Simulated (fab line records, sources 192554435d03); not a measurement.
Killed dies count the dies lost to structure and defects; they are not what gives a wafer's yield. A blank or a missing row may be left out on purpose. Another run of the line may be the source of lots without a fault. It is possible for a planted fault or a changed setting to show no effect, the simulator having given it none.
Struck lot and sound lot, side by side ; flow n5 finfet ; 38 steps out of a route of 1938
Sound: wafers L386.2, L386.4, L386.6. Struck: wafers L399.4, L399.5. The cause is named last.
For every step that has rows: the tool of each side, followed by ch and its chambers, followed by its first start. Under that, the readings that differ: sound wafers ; struck wafers ; difference of the means ; sigmas: that difference in standard deviations of wafers without a fault.
alike: readings whose means differ by less than 2 such deviations, and words and numbers that are the same on both sides. not compared: withheld readings, readings that some wafer has no value for, bounds like >300 that may hide the same value, and numbers for which the record gives no deviation and whose values overlap.
A row with sigmas, a row that says differs or no value, or rows on one side alone: a step with any of these is where the two part. Numbers that have no deviation but don't overlap get no sigmas and don't part them. A reading missing from all wafers of one side parts the sides only when that side holds two or more wafers.

first, 9 steps without rows for these wafers: N5_MOL_CONTACT_COAG_SPUTTER_130 (material Co, target thk 47.5 nm); N5_MOL_CONTACT_COAG_PRECLEAN_125 (cleans in DIW, time 57.5 s); N5_MOL_CONTACT_COAG_SRD_126 (dry time 32 s); N5_MOL_CONTACT_COAG_CMP_23 (polishes, stops on SiO2, t overpolish 1.5 s, target thk 0 nm); N5_MOL_CONTACT_COAG_WET_ETCH_26 (target Co, target depth 13 nm); N5_MOL_CONTACT_COAG_WET_ETCH_116 (etches the open film in SC1-inhibited, target depth 4.6 nm, rinse time 30 s); N5_MOL_CONTACT_COAG_ALD_27 (deposits SiOC, target thk 17 nm, pulse time 1.5 s, time 2720 s); N5_MOL_CONTACT_COAG_CMP_28 (polishes, stops on SiNx, t overpolish 0.85 s, target thk 14.522 nm); N5_MOL_CONTACT_COAG_ALD_123 (deposits SiNx, target thk 5 nm, pulse time 1 s, purge time 2 s).
N5_MOL_CONTACT_COAG_PECVD_31: deposits SiO2 from TEOS/O2, target thk 46 nm, time 8.9 s.
  sound on pecvd-01 ch 0,2, day 7 07:31; struck on pecvd-04 ch 2, day 10 14:18
reading;sound;struck;difference;sigmas
model.SiO2_of_MOL_CONTACT_COAG_PECVD_31.thk nm (nm);45.8 47.2 45.8;50 50;+4;
then, 19 steps without rows for these wafers: N5_MOL_CONTACT_COAG_COAT_75 (time 60 s, resist thk 60 nm); N5_MOL_CONTACT_COAG_COAT_76 (time 60 s, resist thk 10 nm); N5_MOL_CONTACT_COAG_COAT_77 (time 60 s, resist thk 10 nm); N5_MOL_CONTACT_COAG_COAT_78 (resist thk 40 nm); N5_MOL_CONTACT_COAG_EBR_80; N5_MOL_CONTACT_COAG_SOFTBAKE_79 (time 60 s); N5_MOL_CONTACT_COAG_EXPOSE_81 (exposes mask VG, defocus 0 nm); N5_MOL_CONTACT_COAG_PEB_82 (peb time 60 s); N5_MOL_CONTACT_COAG_DEVELOP_83 (develop time 30 s); N5_MOL_CONTACT_COAG_DESCUM_88 (chemistry O2, time 7 s); N5_MOL_CONTACT_COAG_ETCH_89 (etches underlayer in N2/H2, target depth 13 nm, time 10.4 s); N5_MOL_CONTACT_COAG_ETCH_90 (etches SiARC in CF4, target depth 13 nm, time 21.7 s); N5_MOL_CONTACT_COAG_ALD_131 (deposits SiO2, target thk 5 nm, pulse time 1 s, co reactant pulse time 1 s); N5_MOL_CONTACT_COAG_ETCHBACK_132 (etches SiO2 in CHF3, target depth 10 nm, time 6.7 s); N5_MOL_CONTACT_COAG_ETCH_91 (etches SOC in N2/H2, target depth 60 nm, overetch 21 nm, time 101.2 s); N5_MOL_CONTACT_COAG_STRIP_92 (strips in N2/H2); N5_MOL_CONTACT_COAG_STRIP_93 (strips in N2/H2); N5_MOL_CONTACT_COAG_ETCHBACK_135 (etches SiO2 in CHF3, target depth 25 nm, time 16.7 s); N5_MOL_CONTACT_COAG_STRIP_118 (strips in CHF3).
N5_MOL_CONTACT_COAG_VIA_ETCH_46: etches SiO2 in C4F6/O2, target depth 46 nm, overetch 9.2 nm, time 40 s.
  sound on rie diel-06 ch 0,1, day 7 08:46; struck on rie diel-06 ch 2,3, day 10 15:43
reading;sound;struck;difference;sigmas
model.etch.depth nm (nm);45.74 47.21 45.78;50 49.97;+4;
  alike: drypump motor current A, oes product au, rf fwd power W, rf vpp V, showerhead plenum p Torr, throttle valve pct
  not compared: rf hours counter h
then, 5 steps without rows for these wafers: N5_MOL_CONTACT_COAG_STRIP_96 (strips in N2/H2); N5_MOL_CONTACT_COAG_ETCH_47 (etches SiNx in CH3F/O2, stops on W, target depth 27 nm); N5_MOL_CONTACT_COAG_STRIP_119 (strips in N2/H2, time 30 s); N5_MOL_CONTACT_COAG_PRECLEAN_144 (cleans in alkaline clean, time 60 s); N5_MOL_CONTACT_COAG_SRD_145 (time 30 s).
N5_MOL_CONTACT_COAG_CMP_52: polishes, stops on SiO2, t overpolish 1.5 s, target thk 66.5 nm.
  sound on cmp-04 ch 0,1,2, day 7 10:59; struck on cmp-03 ch 1,2, day 10 17:54
reading;sound;struck;difference;sigmas
model.SiO2_of_MOL_CONTACT_COAG_PECVD_31.thk nm (nm);43.6 45.2 43.8;48 48;+4;
  alike: motor current A
N5_MOL_CONTACT_COAG_THK_MEAS_53:
  sound: film metro-02 at day 7 11:14; struck: film metro-01 at day 10 18:09
reading;sound;struck;difference;sigmas
VIA_MOL_THK (nm);43.6 45.2 43.7;47.9 47.9;+3.7;+5
-- record jumps: 3 days separate the struck wafers' starts on either side; left off in module MOL_CONTACT_COAG, taken up again in module BEOL_M4, whose first shown step is the route's number 1111 --
N5_BEOL_M4_RC_MEAS_101:
  sound on prober-02 ch 0, day 10 00:01; struck on prober-01 ch 0, day 13 18:43
  alike: DIBL_N, DIBL_P, IOFF_N, IOFF_P, ION_N, ION_P, SS_N, SS_P, VT_N, VT_P

## WHERE THEY PART
N5_MOL_CONTACT_COAG_THK_MEAS_53 only, going by this record. Later steps at which nothing parts them and some readings are alike: N5_BEOL_M4_RC_MEAS_101.

WHY: whatever the simulator had introduced
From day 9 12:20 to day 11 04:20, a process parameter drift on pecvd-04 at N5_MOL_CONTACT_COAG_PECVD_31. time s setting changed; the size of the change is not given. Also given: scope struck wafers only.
